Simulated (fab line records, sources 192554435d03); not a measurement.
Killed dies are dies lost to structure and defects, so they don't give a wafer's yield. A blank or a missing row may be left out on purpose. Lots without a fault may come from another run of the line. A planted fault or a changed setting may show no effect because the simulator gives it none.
Which tool did it? | flow n5_finfet | 11 lots, 29 wafers sampled, at 5 steps of a route of 1938

WHAT THE GAUGES READ, wafer by wafer
N5_BEOL_M11_THK_MEAS_53: measures by xrf. Usual: M11_THK 140 nm, standard deviation 3.5.
lot  | measured     | on            | M11_THK (nm) | flag
L886 | day 11 00:32 | film_metro-02 | 138 131 134  |
L890 | day 11 18:37 | film_metro-02 | 139 139 139  |
L891 | day 13 00:43 | film_metro-01 | 135 136      |
L894 | day 14 00:38 | film_metro-02 | 136 137      |
L897 | day 14 02:26 | film_metro-02 | 138 139      |
L902 | day 14 18:07 | film_metro-02 | 135 140 142  |
L905 | day 16 08:04 | film_metro-01 | 146 141      |
L909 | day 16 16:11 | film_metro-01 | 145 137 145  |
L906 | day 17 02:08 | film_metro-02 | 139 145 139  |
L908 | day 17 02:24 | film_metro-02 | 143 141 143  |
L907 | day 17 20:28 | film_metro-01 | 138 146 143  |

N5_BEOL_M11_INSPECT_58: inspects for defects (darkfield). Usual: raw_defect_count 72, standard deviation 23.
lot  | measured     | on                | raw_defect_count | flag
L886 | day 11 00:43 | defect_inspect-01 | 49 68 65         |
L890 | day 11 18:46 | defect_inspect-01 | 35 42 99         |
L891 | day 13 00:52 | defect_inspect-01 | 52 65            |
L894 | day 14 00:47 | defect_inspect-02 | 51 78            |
L897 | day 14 02:35 | defect_inspect-01 | 66 81            |
L902 | day 14 18:16 | defect_inspect-02 | 101 148 80       |
L905 | day 16 08:13 | defect_inspect-02 | 55 45            |
L909 | day 16 16:20 | defect_inspect-02 | 45 76 53         |
L906 | day 17 02:17 | defect_inspect-02 | 43 87 39         |
L908 | day 17 02:35 | defect_inspect-01 | 110 69 65        |
L907 | day 17 20:37 | defect_inspect-01 | 78 68 96         |

N5_BEOL_M12_THK_MEAS_01. Usual: M12_ILD_THK 659 nm, standard deviation 8.5.
lot  | measured     | on            | M12_ILD_THK (nm) | flag
L886 | day 11 00:53 | film_metro-02 | 654 662 667      |
L890 | day 11 18:56 | film_metro-01 | 648 658 660      |
L891 | day 13 01:02 | film_metro-02 | 658 664          |
L894 | day 14 00:58 | film_metro-02 | 693 671          |
L897 | day 14 02:46 | film_metro-01 | 662 702          |
L902 | day 14 18:26 | film_metro-01 | 652 666 664      |
L905 | day 16 08:23 | film_metro-01 | 646 659          |
L909 | day 16 16:30 | film_metro-02 | 658 662 667      |
L906 | day 17 02:27 | film_metro-02 | 645 655 674      |
L908 | day 17 02:44 | film_metro-02 | 661 655 670      |
L907 | day 17 20:47 | film_metro-02 | 651 659 664      |

WHICH TOOL RAN EACH LOT (tool, then ch and the chambers of the sampled wafers, then the start)
lot  | N5_BEOL_M11_DEGAS_44         | N5_BEOL_M12_ILD_DEP_00
L886 | pvd_sputter-03, day 10 22:40 | pecvd-03 ch 1,2, day 11 00:46
L890 | pvd_sputter-03, day 11 16:43 | pecvd-04 ch 0,1,2, day 11 18:49
L891 | pvd_sputter-02, day 12 21:49 | pecvd-04 ch 0,2, day 13 00:54
L894 | pvd_sputter-03, day 13 21:28 | pecvd-04 ch 0,2, day 14 00:50
L897 | pvd_sputter-03, day 14 00:33 | pecvd-04 ch 0,2, day 14 02:40
L902 | pvd_sputter-03, day 14 16:25 | pecvd-02 ch 0,1, day 14 18:18
L905 | pvd_sputter-02, day 16 05:49 | pecvd-02 ch 1,2, day 16 08:15
L909 | pvd_sputter-02, day 16 14:16 | pecvd-04 ch 0,1,2, day 16 16:22
L906 | pvd_sputter-02, day 17 00:13 | pecvd-04 ch 0,1,2, day 17 02:19
L908 | pvd_sputter-02, day 17 00:37 | pecvd-02 ch 0,1, day 17 02:37
L907 | pvd_sputter-02, day 17 19:01 | pecvd-03 ch 0,2, day 17 20:39
- N5_BEOL_M11_DEGAS_44: time 60 s.
- N5_BEOL_M12_ILD_DEP_00: deposits SiOC from DEMS/O2, target thk 658.92 nm, time 130.7 s.

WHAT THE TOOLS THEMSELVES READ (means of the sampled wafers that have a number; where no wafer has one, the mark that the record gives instead)
N5_BEOL_M11_DEGAS_44. Usual: heater_power_w 333 W, standard deviation 20.
lot  | tool           | heater_power_w (W) | flag
L886 | pvd_sputter-03 | 325                |
L890 | pvd_sputter-03 | 328                |
L891 | pvd_sputter-02 | 341                |
L894 | pvd_sputter-03 | 318                |
L897 | pvd_sputter-03 | 343                |
L902 | pvd_sputter-03 | 343                |
L905 | pvd_sputter-02 | 332                |
L909 | pvd_sputter-02 | 334                |
L906 | pvd_sputter-02 | 332                |
L908 | pvd_sputter-02 | 331                |
L907 | pvd_sputter-02 | 335                |

N5_BEOL_M12_ILD_DEP_00. Usual: heater_power_w 522 W, standard deviation 81; rf_fwd_power_W 497.8 W, standard deviation 1.9; showerhead_plenum_p_Torr 5.689 Torr, standard deviation 0.012; throttle_valve_pct 11.7 %, standard deviation 0.55.
lot  | tool     | heater_power_w (W) | rf_fwd_power_W (W) | showerhead_plenum_p_Torr (Torr) | throttle_valve_pct (%) | flag
L886 | pecvd-03 | 560                | 498.0              | 5.688                           | 12.5                   |
L890 | pecvd-04 | 579                | 497.8              | 5.687                           | 11.5                   |
L891 | pecvd-04 | 518                | 497.0              | 5.678                           | 11.4                   |
L894 | pecvd-04 | 557                | 493.6              | 5.678                           | 11.3                   |
L897 | pecvd-04 | 534                | 495.1              | 5.683                           | 11.4                   |
L902 | pecvd-02 | 405                | 496.9              | 5.688                           | 12.0                   |
L905 | pecvd-02 | 502                | 497.7              | 5.694                           | 11.6                   |
L909 | pecvd-04 | 542                | 497.5              | 5.694                           | 11.6                   |
L906 | pecvd-04 | 507                | 497.5              | 5.685                           | 11.6                   |
L908 | pecvd-02 | 439                | 499.8              | 5.689                           | 12.1                   |
L907 | pecvd-03 | 560                | 495.4              | 5.681                           | 12.3                   |

THE ANSWER, worked out from the rows above alone
Rule: a lot is off if the mean of its wafers that have a number lies more than 3 standard deviations from the usual mean. A lot without any number at a reading at which 4 lots or more have one is off too. The other lots that the step has rows for count as sound. The gauges are gone through in route order, then the tools' own readings, and for those a lot's mean is taken as printed above. The first step at which some lot is off is used, and at that step the reading that is off furthest; a lot without a number counts as furthest.
No lot is off at any reading shown: from this, nothing can be told.

WHAT THE SIMULATOR HAD PUT IN
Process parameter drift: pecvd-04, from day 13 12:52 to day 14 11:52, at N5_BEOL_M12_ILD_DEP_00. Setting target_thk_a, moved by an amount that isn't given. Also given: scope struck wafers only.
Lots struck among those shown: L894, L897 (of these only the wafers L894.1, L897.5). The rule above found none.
